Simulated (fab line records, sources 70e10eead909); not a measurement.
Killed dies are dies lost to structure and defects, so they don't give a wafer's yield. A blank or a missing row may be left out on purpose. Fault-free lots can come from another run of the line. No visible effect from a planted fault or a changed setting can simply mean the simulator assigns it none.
Matching of chambers || flow nand_harc || cmp-03 running NHARC_P_M2_CMP_23: 4 sister chambers
The step polishes, t overpolish 20 s, target thk 144.3 nm. 4 wafers are shown with their chamber, then 6 later ones without.

== EACH WAFER AND ITS CHAMBER ==
{"wafer": "L179.2", "chamber": 3, "motor_current_A (A)": 11.3}
{"wafer": "L184.2", "chamber": 0, "motor_current_A (A)": 12.3}
{"wafer": "L184.3", "chamber": 2, "motor_current_A (A)": 10.8}
{"wafer": "L184.4", "chamber": 1, "motor_current_A (A)": 11.6}

== WAFERS WHOSE CHAMBER IS MISSING ==
{"wafer": "L185.1", "motor_current_A (A)": 11.5}
{"wafer": "L185.2", "motor_current_A (A)": 11.1}
{"wafer": "L185.3", "motor_current_A (A)": 12.3}
{"wafer": "L186.1", "motor_current_A (A)": 10.7}
{"wafer": "L186.2", "motor_current_A (A)": 11.2}
{"wafer": "L186.5", "motor_current_A (A)": 10.4}

== WHICH CHAMBER EACH ONE RAN IN ==
{"wafer": "L185.1", "from the rows above": "can't be placed: 1 or 3", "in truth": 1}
{"wafer": "L185.2", "from the rows above": "can't be placed: 3 or 2 or 1", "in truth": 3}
{"wafer": "L185.3", "from the rows above": 0, "in truth": 0}
{"wafer": "L186.1", "from the rows above": 2, "in truth": 2}
{"wafer": "L186.2", "from the rows above": "can't be placed: 3 or 2 or 1", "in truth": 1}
{"wafer": "L186.5", "from the rows above": 2, "in truth": 2}
Placed correctly: 3 of 6. Cannot be placed on the basis of these rows: 3; the candidates contain the true chamber in 3. 0 placed wrongly.
How it was worked out, from the rows above alone: a wafer's distance from a chamber is the root of the sum, over the readings, of the square of ((its reading less the chamber's mean) divided by the reading's scatter). The wafer belongs to the nearest chamber; if the next one is less than 2 further off, it can't be placed. The mean given for a chamber averages the wafers shown for that chamber. The scatter: with one shown wafer a chamber, the root of the mean of the squares of how far each hidden wafer lies from its nearest shown one.
